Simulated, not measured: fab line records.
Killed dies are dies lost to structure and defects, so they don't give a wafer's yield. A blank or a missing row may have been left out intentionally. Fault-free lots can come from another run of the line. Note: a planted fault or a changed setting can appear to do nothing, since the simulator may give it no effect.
fab line records + flow nand_harc
record
- lots=13
- wafers=39
- last_day=33
route steps=1302 shown A_M0@1156 A_M1@1184
lots with no fault: from the same line, run without faults
start_h: hours from the record's first day to the start of the lot's first wafer shown + wait_h: time in hours since the lot's previous step + " as in the row above + L1.1+2: several wafers, shown together as one row + - no value, or no start was given + * or withheld: withheld + < > ~ a bound
route shown NAME@n: NAME is a module with steps in the file, n the number in the route of the first one + usual: the fault-free wafers' mean and standard deviation + same: alike in all rows + chamber/n: place in a boat + sites: readings site by site + _std_site: standard deviation across them + _edge_site: mean of outer sites minus mean of inner sites + radius_mm: for every site, how far away it sits from the centre of the wafer + mask NAME#n: copy n + behind: tool/chamber where the wafer was last shaped + hold: reason for holding the lot/hours on hold/outcome of the hold + device: which transistor (n, p or np) failed to switch + end of line: the route-end tests of the same wafers + where a step has no rows: the recipe by itself + killed: the dies lost at the first sort to structure and to defects; this is not the yield of the wafer + map: dies across one wafer; x = killed, . = not, _ = none there
set.NAME: the setting as run; set.NAME@STEP: as run at that earlier step + model.NAME: the simulator's own value behind a step, which no gauge read
a sample of lots followed through the steps of the route, with each step as a table and each wafer as a row
services: from which hour (start_h, from the record's first day; less than 0 if before it) a tool's chamber was out of use, for how many hours, and why
## steps
# step NHARC_A_M0_DEGAS_28
# recipe
- temp_c=250
- time_s=60
# usual
- heater_power_w=325/34
| lot.wafer | tool           | chamber | start_h | wait_h | heater_power_w |
|-----------|----------------|---------|---------|--------|----------------|
| L186.2    | pvd_sputter-02 | -       | 534.23  | -      | 297            |
| L186.1    | "              | -       | "       | "      | 290            |
| L186.5    | "              | -       | "       | "      | 290            |
| L187.1    | pvd_sputter-01 | -       | 536.60  | -      | 251            |
| L187.4    | "              | -       | "       | "      | 362            |
| L187.6    | "              | -       | "       | "      | 353            |
| L190.1    | pvd_sputter-01 | -       | 547.80  | -      | 358            |
| L190.2    | "              | -       | "       | "      | 353            |
| L190.6    | "              | -       | "       | "      | 255            |
| L188.3    | pvd_sputter-03 | -       | 550.12  | -      | 320            |
| L188.2    | "              | -       | "       | "      | 356            |
| L188.4    | "              | -       | "       | "      | 292            |
| L199.2    | pvd_sputter-01 | -       | 644.92  | -      | 377            |
| L199.5    | "              | -       | "       | "      | 334            |
| L199.6    | "              | -       | "       | "      | 316            |
| L197.1    | pvd_sputter-02 | -       | 652.11  | -      | 291            |
| L197.2    | "              | -       | "       | "      | 295            |
| L197.5    | "              | -       | "       | "      | 280            |
| L204.1    | pvd_sputter-02 | -       | 696.32  | -      | 291            |
| L204.4    | "              | -       | "       | "      | 281            |
| L204.6    | "              | -       | "       | "      | 331            |
| L203.2    | pvd_sputter-02 | -       | 716.41  | -      | 335            |
| L203.3    | "              | -       | "       | "      | 291            |
| L203.1    | "              | -       | "       | "      | 385            |
| L205.4    | pvd_sputter-02 | -       | 725.45  | -      | 377            |
| L205.5    | "              | -       | "       | "      | 327            |
| L205.6    | "              | -       | "       | "      | 289            |
| L207.3    | pvd_sputter-02 | -       | 729.53  | -      | 331            |
| L207.4    | "              | -       | "       | "      | 287            |
| L207.5    | "              | -       | "       | "      | 335            |
| L206.3    | pvd_sputter-02 | -       | 731.87  | -      | 283            |
| L206.1    | "              | -       | "       | "      | 366            |
| L206.6    | "              | -       | "       | "      | 378            |
| L208.1    | pvd_sputter-01 | -       | 743.56  | -      | 317            |
| L208.4    | "              | -       | "       | "      | 262            |
| L208.6    | "              | -       | "       | "      | 337            |
| L209.3    | pvd_sputter-01 | -       | 744.63  | -      | 319            |
| L209.4    | "              | -       | "       | "      | 332            |
| L209.6    | "              | -       | "       | "      | 308            |
# step NHARC_A_M0_ANNEAL_30
# recipe
- temp_c=225
- time_s=90
# usual
- wafer_temp_C_max=225.94/0.26
| lot.wafer | tool          | chamber | start_h | wait_h | wafer_temp_C_max |
|-----------|---------------|---------|---------|--------|------------------|
| L186.1    | rtp_anneal-01 | 0       | 534.96  | -      | 225.49           |
| L186.2    | "             | 0       | "       | "      | 225.74           |
| L186.5    | "             | 0       | "       | "      | 225.83           |
| L187.1    | rtp_anneal-01 | 0       | 537.33  | -      | 226.09           |
| L187.4    | "             | 0       | "       | "      | 225.97           |
| L187.6    | "             | 0       | "       | "      | 225.96           |
| L190.1    | rtp_anneal-01 | 0       | 548.53  | -      | 226.32           |
| L190.2    | "             | 0       | "       | "      | 225.97           |
| L190.6    | "             | 0       | "       | "      | 225.99           |
| L188.2    | rtp_anneal-01 | 0       | 550.91  | -      | 225.88           |
| L188.3    | "             | 0       | "       | "      | 226.06           |
| L188.4    | "             | 0       | "       | "      | 225.51           |
| L199.2    | rtp_anneal-01 | 0       | 645.70  | 0.4    | 226.21           |
| L199.5    | "             | 0       | "       | "      | 225.81           |
| L199.6    | "             | 0       | "       | "      | 225.97           |
| L197.1    | rtp_anneal-01 | 0       | 652.85  | -      | 225.82           |
| L197.2    | "             | 0       | "       | "      | 225.90           |
| L197.5    | "             | 0       | "       | "      | 226.15           |
| L204.1    | rtp_anneal-01 | 0       | 697.04  | -      | 225.88           |
| L204.4    | "             | 0       | "       | "      | 225.43           |
| L204.6    | "             | 0       | "       | "      | 225.59           |
| L203.1    | rtp_anneal-01 | 0       | 717.18  | 0.3    | 225.92           |
| L203.2    | "             | 0       | "       | "      | 225.99           |
| L203.3    | "             | 0       | "       | "      | 225.93           |
| L205.4    | rtp_anneal-01 | 0       | 726.35  | -      | 226.09           |
| L205.5    | "             | 0       | "       | "      | 226.02           |
| L205.6    | "             | 0       | "       | "      | 225.88           |
| L207.3    | rtp_anneal-01 | 0       | 730.40  | 0.3    | 225.95           |
| L207.4    | "             | 0       | "       | "      | 225.98           |
| L207.5    | "             | 0       | "       | "      | 226.58           |
| L206.1    | rtp_anneal-02 | 0       | 732.64  | 0.3    | 226.10           |
| L206.3    | "             | 0       | "       | "      | 226.12           |
| L206.6    | "             | 0       | "       | "      | 226.04           |
| L208.1    | rtp_anneal-01 | 0       | 744.30  | 0.3    | 225.90           |
| L208.4    | "             | 0       | "       | "      | 225.70           |
| L208.6    | "             | 0       | "       | "      | 225.79           |
| L209.3    | rtp_anneal-01 | 0       | 745.50  | -      | 225.67           |
| L209.4    | "             | 0       | "       | "      | 225.71           |
| L209.6    | "             | 0       | "       | "      | 225.77           |
# step NHARC_A_M0_PRE_CLEAN_31
# recipe
- time_s=12
- temp_c=370
- rf_power_w=300
- gas=NH3
# usual
- heater_power_w=644/99
| lot.wafer | tool     | chamber | start_h | wait_h | heater_power_w |
|-----------|----------|---------|---------|--------|----------------|
| L186.1    | pecvd-01 | 0       | 535.86  | 0.1    | 773            |
| L186.2    | "        | 1       | "       | "      | 844            |
| L186.5    | "        | 2       | "       | "      | 460            |
| L187.1    | pecvd-02 | 1       | 538.21  | 0.1    | 648            |
| L187.6    | "        | 1       | "       | "      | 665            |
| L187.4    | "        | 2       | "       | "      | 682            |
| L190.1    | pecvd-02 | 0       | 549.42  | 0.1    | 497            |
| L190.2    | "        | 1       | "       | "      | 566            |
| L190.6    | "        | 0       | "       | "      | 504            |
| L188.2    | pecvd-02 | 2       | 551.75  | 0.1    | 726            |
| L188.3    | "        | 0       | "       | "      | 538            |
| L188.4    | "        | 1       | "       | "      | 665            |
| L199.2    | pecvd-03 | 2       | 646.55  | 0.1    | 699            |
| L199.5    | "        | 0       | "       | "      | 510            |
| L199.6    | "        | 1       | "       | "      | 577            |
| L197.2    | pecvd-03 | 1       | 653.74  | 0.1    | 605            |
| L197.1    | "        | 2       | "       | "      | 689            |
| L197.5    | "        | 1       | "       | "      | 594            |
| L204.1    | pecvd-02 | 0       | 698.12  | 0.3    | 539            |
| L204.6    | "        | 2       | "       | "      | 690            |
| L204.4    | "        | 0       | "       | "      | 545            |
| L203.3    | pecvd-02 | 0       | 718.07  | 0.1    | 531            |
| L203.1    | "        | 1       | "       | "      | 570            |
| L203.2    | "        | 2       | "       | "      | 615            |
| L205.6    | pecvd-02 | 0       | 727.12  | 0.1    | 523            |
| L205.5    | "        | 1       | "       | "      | 670            |
| L205.4    | "        | 2       | "       | "      | 702            |
| L207.3    | pecvd-01 | 2       | 731.19  | 0.1    | 569            |
| L207.4    | "        | 1       | "       | "      | 843            |
| L207.5    | "        | 0       | "       | "      | 776            |
| L206.3    | pecvd-02 | 1       | 733.52  | 0.1    | 603            |
| L206.1    | "        | 0       | "       | "      | 604            |
| L206.6    | "        | 0       | "       | "      | 579            |
| L208.1    | pecvd-01 | 1       | 745.21  | 0.1    | 860            |
| L208.6    | "        | 0       | "       | "      | 805            |
| L208.4    | "        | 1       | "       | "      | 874            |
| L209.3    | pecvd-01 | 1       | 746.30  | 0.1    | 814            |
| L209.6    | "        | 2       | "       | "      | 577            |
| L209.4    | "        | 0       | "       | "      | 710            |
# step NHARC_A_M1_ETCH_15
# recipe
- target_depth_a=1825
- time_s=91.2
- c4f8_flow_sccm=withheld
- ar_flow_sccm=400
- rf_w=600
- bias_w=300
- chemistry=C4F8/Ar
# usual
- oes_product_au=0.953/0.024
- rf_vpp_V=441.0/2.1
- run_length_s=112.5/0.38
| lot.wafer | tool        | chamber | start_h | wait_h | oes_product_au | rf_hours_counter_h | rf_vpp_V | run_length_s |
|-----------|-------------|---------|---------|--------|----------------|--------------------|----------|--------------|
| L186.2    | rie_diel-02 | 1       | 537.41  | -      | 0.918          | 6.8                | 443.1    | 112.0        |
| L186.1    | "           | 3       | "       | "      | 0.929          | 7.6                | 439.1    | 112.6        |
| L186.5    | "           | 1       | "       | "      | 0.922          | -                  | 443.4    | 111.7        |
| L187.4    | rie_diel-02 | 2       | 539.91  | -      | 0.973          | 6.8                | 440.2    | 112.4        |
| L187.1    | "           | 0       | "       | "      | 0.963          | 7.8                | 443.0    | 112.5        |
| L187.6    | "           | 2       | "       | "      | 0.971          | -                  | 439.4    | 112.3        |
| L190.1    | rie_diel-04 | 3       | 551.11  | -      | 0.971          | 0.2                | 438.1    | 112.8        |
| L190.2    | "           | 1       | "       | "      | 0.966          | 0.3                | 439.8    | 112.8        |
| L190.6    | "           | 3       | "       | "      | 0.963          | -                  | 440.9    | 112.6        |
| L188.2    | rie_diel-12 | 1       | 553.58  | -      | 0.928          | 3.1                | 438.4    | 112.6        |
| L188.3    | "           | 3       | "       | "      | 0.925          | 3.0                | 441.6    | 112.2        |
| L188.4    | "           | 0       | "       | "      | 0.932          | 3.3                | 441.1    | 111.9        |
| L199.2    | rie_diel-12 | 1       | 648.11  | -      | 0.993          | 0.2                | 437.6    | 112.6        |
| L199.5    | "           | 3       | "       | "      | 0.963          | -                  | 441.4    | 112.5        |
| L199.6    | "           | 0       | "       | "      | 0.976          | -                  | 440.5    | 105.7        |
| L197.1    | rie_diel-02 | 1       | 655.40  | -      | 0.955          | 4.0                | 441.5    | 112.3        |
| L197.2    | "           | 0       | "       | "      | 0.952          | 4.1                | 443.5    | 112.3        |
| L197.5    | "           | 1       | "       | "      | 0.955          | -                  | 442.5    | 112.0        |
| L204.4    | rie_diel-02 | 1       | 699.67  | -      | 0.962          | 6.4                | 442.8    | 112.1        |
| L204.1    | "           | 3       | "       | "      | 0.976          | 6.7                | 442.5    | 113.1        |
| L204.6    | "           | 1       | "       | "      | 0.958          | -                  | 442.5    | 111.9        |
| L203.3    | rie_diel-02 | 1       | 719.76  | -      | 0.921          | 7.4                | 441.7    | 112.3        |
| L203.2    | "           | 2       | "       | "      | 0.922          | 7.2                | 441.5    | 112.8        |
| L203.1    | "           | 3       | "       | "      | 0.926          | 8.0                | 441.2    | 113.0        |
| L205.4    | rie_diel-02 | 3       | 728.82  | -      | 0.923          | 8.3                | 439.2    | 113.1        |
| L205.5    | "           | 0       | "       | "      | 0.928          | -                  | 443.7    | 111.9        |
| L205.6    | "           | 1       | "       | "      | 0.916          | -                  | 444.4    | 112.6        |
| L207.3    | rie_diel-02 | 2       | 732.83  | -      | 0.935          | 7.4                | 441.2    | 112.2        |
| L207.4    | "           | 1       | "       | "      | 0.930          | 7.6                | 443.1    | 112.7        |
| L207.5    | "           | 3       | "       | "      | 0.931          | -                  | 440.4    | 112.6        |
| L206.3    | rie_diel-12 | 1       | 735.35  | -      | 0.961          | 2.9                | 437.5    | 112.5        |
| L206.1    | "           | 3       | "       | "      | 0.973          | 2.8                | 441.3    | 112.1        |
| L206.6    | "           | 1       | "       | "      | 0.961          | -                  | 436.5    | 112.3        |
| L208.4    | rie_diel-12 | 0       | 746.76  | -      | 0.931          | 3.2                | 441.0    | 112.2        |
| L208.1    | "           | 1       | "       | "      | 0.936          | 3.0                | 437.5    | 112.2        |
| L208.6    | "           | 3       | "       | "      | 0.922          | -                  | 441.1    | 112.3        |
| L209.3    | rie_diel-12 | 1       | 747.85  | -      | 0.928          | 3.0                | 436.1    | 112.2        |
| L209.4    | "           | 2       | "       | "      | 0.930          | 2.8                | 442.4    | 113.0        |
| L209.6    | "           | 0       | "       | "      | 0.942          | -                  | 441.6    | 112.1        |
## services
| tool           | chamber | start_h | hours | kind   |
|----------------|---------|---------|-------|--------|
| pvd_sputter-01 | -       | 527.98  | 5.3   | repair |
| rie_diel-04    | -       | 531.90  | 9.0   | pm     |
| rie_diel-12    | 0       | 533.87  | 3.0   | repair |
| pvd_sputter-03 | -       | 534.32  | 10.0  | pm     |
| pecvd-03       | -       | 547.04  | 13.0  | pm     |
| rie_diel-12    | -       | 567.90  | 0.4   | repair |
| rie_diel-02    | -       | 570.70  | 9.0   | pm     |
| pvd_sputter-01 | -       | 582.00  | 10.0  | pm     |
| pecvd-02       | -       | 589.55  | 13.0  | pm     |
| rie_diel-12    | -       | 622.40  | 9.0   | pm     |
| pecvd-01       | -       | 624.61  | 0.8   | repair |
| pvd_sputter-02 | -       | 638.00  | 10.0  | pm     |
| pecvd-03       | -       | 656.17  | 0.4   | repair |
| rie_diel-02    | 2       | 667.73  | 11.2  | repair |
| pecvd-01       | -       | 673.27  | 13.0  | pm     |
| pvd_sputter-03 | -       | 691.71  | 2.1   | repair |
| rie_diel-04    | -       | 708.90  | 9.0   | pm     |
| pvd_sputter-03 | -       | 712.32  | 10.0  | pm     |
| pecvd-03       | -       | 728.04  | 13.0  | pm     |
| pvd_sputter-01 | -       | 730.29  | 0.8   | repair |
| pecvd-01       | 0       | 732.04  | 4.3   | repair |
| pvd_sputter-01 | -       | 735.41  | 2.4   | repair |
| rie_diel-02    | 1       | 746.01  | 6.8   | repair |
| rie_diel-02    | -       | 747.70  | 9.0   | pm     |
## key
first_sign
- step=NHARC_A_M1_ETCH_15
- reading=run_length_s
- direction=down
- sigmas=18
- usual=*
- struck=*
effect none on later readings
met_at NHARC_A_M1_ETCH_15
struck_lots L199
struck_wafers L199.6
sort_left_out L199.6
not_acting_at NHARC_A_M0_DEGAS_28,NHARC_A_M0_ANNEAL_30,NHARC_A_M0_PRE_CLEAN_31
onset_between 553.58 648.11
fault
- kind=process_parameter_drift
- tool=rie_diel-12
- chamber=0
- onset_h=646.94
- steps=NHARC_A_M1_ETCH_15
- channel=time_s
- offset=*
- shape=step
- end_h=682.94
- acts_in=*
- stated=*
# sort_left_out: the simulated sort isn't trusted on such a fault, so these wafers' sort isn't shown, and their yield isn't known
